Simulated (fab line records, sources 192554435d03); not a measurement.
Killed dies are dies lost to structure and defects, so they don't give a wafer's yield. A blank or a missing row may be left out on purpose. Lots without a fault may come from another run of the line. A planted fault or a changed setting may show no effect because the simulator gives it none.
Chamber matching | flow n5_finfet | N5_BEOL_M3_STRIP_19 on rie_diel-03: 4 sister chambers
The step strips in O2. 18 wafers are shown with their chamber, then 9 later ones without.

WAFERS WITH THEIR CHAMBER
wafer  | chamber | drypump_motor_current_A (A) | throttle_valve_pct (%) | oes_product_au (a.u.)
L079.1 | 1       | 5.6                         | 16.99                  | 0.73
L079.3 | 2       | 5.1                         | 16.60                  | 0.81
L079.4 | 0       | 5.0                         | 16.38                  | 0.93
L078.4 | 2       | 5.1                         | 16.63                  | 0.81
L078.5 | 2       | 5.1                         | 16.63                  | 0.81
L078.6 | 3       | 6.2                         | 16.65                  | 0.83
L077.1 | 0       | 5.0                         | 16.40                  | 0.92
L077.3 | 3       | 6.2                         | 16.66                  | 0.82
L077.6 | 3       | 6.2                         | 16.66                  | 0.83
L083.3 | 2       | 5.1                         | 16.63                  | 0.81
L083.4 | 0       | 5.0                         | 16.38                  | 0.93
L083.5 | 1       | 5.6                         | 16.99                  | 0.72
L082.2 | 3       | 6.2                         | 16.67                  | 0.82
L082.3 | 0       | 5.0                         | 16.39                  | 0.92
L082.6 | 0       | 5.0                         | 16.39                  | 0.92
L084.1 | 0       | 5.0                         | 16.39                  | 0.91
L084.4 | 2       | 5.0                         | 16.64                  | 0.80
L084.6 | 3       | 6.2                         | 16.68                  | 0.82

SIGNATURES (means of the wafers above)
reading                 | chamber 0 | chamber 1 | chamber 2 | chamber 3 | scatter within a chamber
drypump_motor_current_A | 5.000     | 5.600     | 5.080     | 6.200     | 0.0239
throttle_valve_pct      | 16.3883   | 16.9900   | 16.6260   | 16.6640   | 0.0111
oes_product_au          | 0.9217    | 0.7250    | 0.8080    | 0.8240    | 0.00617
Rule: a wafer's distance from a chamber is the root of the sum, over the readings, of the square of ((its reading less the chamber's mean) divided by the reading's scatter). The wafer belongs to the nearest chamber; if the next one is less than 2 further off, it can't be placed. The scatter: the root of (the sum of the squares of (reading less its chamber's mean) over the shown wafers, divided by (wafers less chambers)).

WAFERS WITHOUT THEIR CHAMBER
wafer  | drypump_motor_current_A (A) | throttle_valve_pct (%) | oes_product_au (a.u.)
L086.1 | 5.6                         | 17.01                  | 0.71
L086.2 | 5.1                         | 16.64                  | 0.80
L086.3 | 6.2                         | 16.69                  | 0.81
L096.1 | 5.0                         | 16.43                  | 0.88
L096.3 | 6.2                         | 16.69                  | 0.81
L096.5 | 5.6                         | 17.03                  | 0.71
L097.1 | 5.0                         | 16.41                  | 0.89
L097.4 | 5.1                         | 16.65                  | 0.80
L097.5 | 5.6                         | 17.03                  | 0.71

WHICH CHAMBER EACH WENT THROUGH
wafer  | from the rows above | in truth
L086.1 | 1                   | 1
L086.2 | 2                   | 2
L086.3 | 3                   | 3
L096.1 | 0                   | 0
L096.3 | 3                   | 3
L096.5 | 1                   | 1
L097.1 | 0                   | 0
L097.4 | 2                   | 2
L097.5 | 1                   | 1
Placed correctly: 9 of 9. Can't be placed from these rows: 0. Placed wrongly: 0.
